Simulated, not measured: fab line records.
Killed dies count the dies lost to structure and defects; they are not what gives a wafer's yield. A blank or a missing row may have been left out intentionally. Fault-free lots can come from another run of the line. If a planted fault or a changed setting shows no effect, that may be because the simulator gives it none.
A lot that was struck, set against a sound lot | flow n5Finfet | 28 steps out of a route of 1938
Sound: the wafers L895.2, L895.4, L895.5. Struck: wafer L906.3. (L906.1 of the same lot was not struck and is left out.) The cause comes at the end.
At each step with rows: each side's tool, then ch and its chambers, then its first start. Under that, the readings that differ: sound wafers | struck wafers | difference of the means | sigmas: that difference in standard deviations of wafers without a fault.
alike: readings with means less than 2 such deviations apart, plus words and numbers identical on both sides. not compared: withheld readings, readings lacking a value on some wafer, bounds such as >300 that could conceal the same value, and numbers that have no deviation in the record and whose values overlap.
Wherever a step has rows on one side only, a row that says differs or no value, or a row with sigmas, the two part there. Numbers that have no deviation but don't overlap get no sigmas and don't part them. A reading that every wafer of one side lacks parts them only if that side has two wafers or more.

N5_SD_EPI_N_EPI_MEAS_23:
  sound: filmMetro-02 at day 3 11:50; struck: filmMetro-02 at day 6 07:44
  alike: thkNm
then, 3 steps without rows for these wafers: N5_SD_EPI_N_PRECLEAN_24 (cleans in O3/DIW, time 60 s); N5_SD_EPI_N_SRD_25 (time 30 s); N5_SD_EPI_N_PRECLEAN_49 (cleans in NF3:NH3, afs cycles 1, time 20 s, sublimation time 60 s).
N5_SD_EPI_N_LINER_46: material SiNx, target thk 3 nm.
  sound on aldSin-01 ch 0,1,3, day 3 12:16; struck on aldSin-03 ch 1, day 6 08:02
  alike: heaterPowerW
N5_SD_EPI_N_INSPECT_26: inspects for defects (darkfield).
  sound: defectInspect-01 at day 3 12:31; struck: defectInspect-02 at day 6 08:17
  alike: rawDefectCount
then, 6 steps without rows for these wafers: N5_SD_EPI_P_COAT_34 (time 60 s, resist thk 350 nm); N5_SD_EPI_P_COAT_35 (time 60 s, resist thk 35 nm); N5_SD_EPI_P_COAT_03 (resist thk 150 nm); N5_SD_EPI_P_EBR_05; N5_SD_EPI_P_SOFTBAKE_04 (time 60 s); N5_SD_EPI_P_EXPOSE_06 (exposes mask SD P BLK, target cd 240 nm).
N5_SD_EPI_P_PEB_07: peb time 60 s.
  sound on lithoTrack-04 ch 0, day 3 12:51; struck on lithoTrack-02 ch 0, day 6 08:30
reading               | sound             | struck | difference | sigmas
heaterPowerTotalW (W) | 176.0 173.3 173.8 | 246.2  | +71.8      | +45
then, 1 step without rows for these wafers: N5_SD_EPI_P_DEVELOP_08 (develop time 30 s).
N5_SD_EPI_P_CD_MEAS_09: the cd target is 240 nm.
  sound on cdSem-01 ch 0, day 3 12:55; struck on cdSem-01 ch 0, day 6 08:34
reading   | sound             | struck | difference | sigmas
cdNm (nm) | 242.0 241.8 240.5 | 220.8  | -20.6      | -29
N5_SD_EPI_P_OVL_MEAS_10:
  sound on overlay-01 ch 0, day 3 12:56; struck on overlay-02 ch 0, day 6 08:35
  alike: SD_P_BLK_OVL
N5_SD_EPI_P_INSPECT_11: inspects for defects (macro).
  sound: defectInspect-02 at day 3 12:58; struck: defectInspect-02 at day 6 08:37
  alike: rawDefectCount
N5_SD_EPI_P_DESCUM_14: chemistry O2, time 7.9 s.
  sound on rieDiel-02 ch 0,1,3, day 3 13:00; struck on rieDiel-04 ch 1, day 6 09:00
reading                  | sound           | struck | difference | sigmas
model.SD_EPI_P.cdNm (nm) | 242 241.4 240.8 | 220.6  | -20.8      | 
  alike: drypumpMotorCurrentA, oesProductAu, rfVppV, showerheadPlenumPTorr, tempC, throttleValvePct
  not compared: rfHoursCounterH
N5_SD_EPI_P_ETCH_36: etches SiARC in CF4, target depth 45.5 nm, time 75.8 s.
  sound on rieDiel-02 ch 0,1,3, day 3 13:02; struck on rieDiel-04 ch 1, day 6 09:02
  alike: drypumpMotorCurrentA, etchRfOnTimeS, oesProductAu, rfVppV, showerheadPlenumPTorr, throttleValvePct
  not compared: rfHoursCounterH
then, 2 steps without rows for these wafers: N5_SD_EPI_P_ETCH_37 (etches SOC in N2/H2, overetch 108 nm, time 486 s); N5_SD_EPI_P_STRIP_38 (strips in N2/H2).
N5_SD_EPI_P_ETCHBACK_46: etches SiNx in CH3F/O2, stops on SiO2, target depth 17.5 nm.
  sound on rieDiel-02 ch 0,1,3, day 3 13:25; struck on rieDiel-04 ch 1, day 6 09:25
  alike: drypumpMotorCurrentA, oesProductAu, rfVppV, showerheadPlenumPTorr, throttleValvePct
  not compared: rfHoursCounterH
N5_SD_EPI_P_ETCH_47: etches SiOCN in CH3F/O2, target depth 25 nm.
  sound on rieDiel-02 ch 0,1,3, day 3 13:31; struck on rieDiel-04 ch 1, day 6 09:31
  alike: drypumpMotorCurrentA, oesProductAu, rfVppV, showerheadPlenumPTorr, throttleValvePct
  not compared: rfHoursCounterH
N5_SD_EPI_P_ETCH_16: etches SiO2 in CHF3/O2, target depth 5 nm.
  sound on rieDiel-02 ch 0,1,3, day 3 13:37; struck on rieDiel-04 ch 1, day 6 09:37
  alike: drypumpMotorCurrentA, oesProductAu, rfVppV, showerheadPlenumPTorr, throttleValvePct
  not compared: rfHoursCounterH
then, 1 step without rows for these wafers: N5_SD_EPI_P_STRIP_50 (strips in CHF3/O2).
N5_SD_EPI_P_SD_RECESS_17: chemistry HBr/Cl2/O2, target depth 39.1 nm, bt time 3 s.
  sound on rieSi-06 ch 2,3, day 3 13:41; struck on rieSi-06 ch 2, day 6 09:41
reading                  | sound           | struck | difference | sigmas
model.SD_EPI_P.cdNm (nm) | 242 241.6 239.6 | 221.2  | -19.9      | 
  alike: drypumpMotorCurrentA, oesProductAu, throttleValvePct
  not compared: rfHoursCounterH
then, 1 step without rows for these wafers: N5_SD_EPI_P_WET_ETCH_45 (etches SiO2 in dHF, time 10.7 s, target depth 2 nm, rinse time 30 s).
-- here the record skips 11 days between the struck wafers' starts before and after, leaving off in module SD_EPI_P and picking up in module PASSIVATION (first step shown: number 1936 of the route) --
N5_PASSIVATION_PROBE_49:
  rows exist in the record for the struck wafers here (prober-01, day 17 10:23), but not for the sound ones

WHERE THEY PART
At N5_SD_EPI_P_PEB_07 first; at N5_PASSIVATION_PROBE_49 last (within this record only).

WHY: what the simulator had put in
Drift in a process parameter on lithoTrack-02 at N5_SD_EPI_P_PEB_07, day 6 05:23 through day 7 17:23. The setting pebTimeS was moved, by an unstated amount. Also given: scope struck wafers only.
